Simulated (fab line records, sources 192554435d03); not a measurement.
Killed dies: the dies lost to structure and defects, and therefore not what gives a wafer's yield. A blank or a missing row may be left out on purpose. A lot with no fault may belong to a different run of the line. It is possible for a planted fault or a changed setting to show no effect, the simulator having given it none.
Which tool was responsible?	flow n5_finfet	23 wafers from 10 lots sampled at 4 of the route's 1938 steps

## WHAT THE GAUGES SHOWED, per wafer
N5_FIN_SAQP_INSPECT_40: inspects for defects (brightfield).
lot	measured	on	raw_defect_count
L112	day 2 02:36	defect_inspect-02	164 250 316
L114	day 2 15:09	defect_inspect-02	309 295
L115	day 2 20:28	defect_inspect-02	241 262 218
L116	day 3 03:36	defect_inspect-01	313 192 237
L121	day 4 09:10	defect_inspect-02	1912 273
L122	day 4 14:52	defect_inspect-01	1950 1791
L123	day 4 20:53	defect_inspect-02	1810 1823
L124	day 5 10:22	defect_inspect-01	200 154
L128	day 6 04:37	defect_inspect-01	269 354
L131	day 6 20:19	defect_inspect-01	254 293

## WHICH TOOL RAN EACH LOT (tool, then ch and the chambers of the sampled wafers, then the start)
lot	N5_FIN_SAQP_MANDREL_ETCH_22	N5_FIN_SAQP_SPACER1_ETCHBACK_25	N5_FIN_SAQP_RECESS_71
L112	rie_si-03 ch 0,1, day 1 22:00	rie_diel-05 ch 0,1,2, day 2 00:10	vapor_etch-01 ch 0,1, day 2 01:14
L114	rie_si-05 ch 2,3, day 2 11:08	rie_diel-05 ch 1,2, day 2 12:39	vapor_etch-02 ch 0,1, day 2 13:52
L115	rie_si-05 ch 0,2, day 2 16:28	rie_diel-06 ch 0,1, day 2 18:03	vapor_etch-02 ch 0,1, day 2 19:13
L116	rie_si-03 ch 2,3, day 2 22:25	rie_diel-05 ch 1,2,3, day 3 00:56	vapor_etch-01 ch 0,1, day 3 02:14
L121	rie_si-05 ch 0,1, day 4 04:40	rie_diel-05 ch 0,3, day 4 06:11	vapor_etch-02 ch 0,1, day 4 07:32
L122	rie_si-05 ch 0,1, day 4 10:34	rie_diel-06 ch 0,2, day 4 12:29	vapor_etch-01 ch 0,1, day 4 13:37
L123	rie_si-05 ch 1,3, day 4 17:01	rie_diel-06 ch 0,2, day 4 18:33	vapor_etch-02 ch 0,1, day 4 19:38
L124	rie_si-01 ch 2, day 5 00:49	rie_diel-03 ch 2,3, day 5 06:03	vapor_etch-01 ch 0,1, day 5 07:27
L128	rie_si-03 ch 0,3, day 6 00:07	rie_diel-05 ch 2,3, day 6 01:46	vapor_etch-01 ch 1, day 6 03:05
L131	rie_si-01 ch 0,3, day 6 16:10	rie_diel-03 ch 2,3, day 6 17:47	vapor_etch-02 ch 0,1, day 6 19:04
- N5_FIN_SAQP_MANDREL_ETCH_22: etches a-Si in HBr/Cl2, stops on SiNx, target depth 60 nm, bt time 10 s, time 30 s.
- N5_FIN_SAQP_SPACER1_ETCHBACK_25: etches SiO2 in CHF3/O2, target depth 24.4 nm, time 12.2 s.
- N5_FIN_SAQP_RECESS_71: chemistry HF/NH3, target SiO2, target depth 3 nm, afs cycles 1, sublimation time 60 s.

## THE ANSWER, worked out from the rows above alone
Rule: what is usual is taken from the lots themselves. Put in order of their means at a reading, lots are off if they are a third of the lots or fewer, leave a main group of 4 or more, and stand apart from it by a gap of 3 or more times the standard deviation of the main group's means; of several such gaps the widest counts. Not used: any main group whose means are identical at the precision the tables above print for the reading. Also off: a lot with no number at a reading for which 4 or more lots have one. The other lots that the step has rows for count as sound.
Off at N5_FIN_SAQP_INSPECT_40 (raw_defect_count): L121, L122, L123. For the main group the mean is 256 and the standard deviation 42.
If a tool, at a process step before that reading, ran all the lots that are off and no sound lot after the first of them, it fits. The gauges at N5_FIN_SAQP_INSPECT_40 are tried like those tools. One fits: rie_si-05 at N5_FIN_SAQP_MANDREL_ETCH_22. A fault onset in the window from L115 (day 2 16:28, its last sound lot) to L121 (day 4 04:40, its first lot off) fits.

## WHAT THE SIMULATOR HAD PUT IN
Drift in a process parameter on rie_si-05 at N5_FIN_SAQP_MANDREL_ETCH_22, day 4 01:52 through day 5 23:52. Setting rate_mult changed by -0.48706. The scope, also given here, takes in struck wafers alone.
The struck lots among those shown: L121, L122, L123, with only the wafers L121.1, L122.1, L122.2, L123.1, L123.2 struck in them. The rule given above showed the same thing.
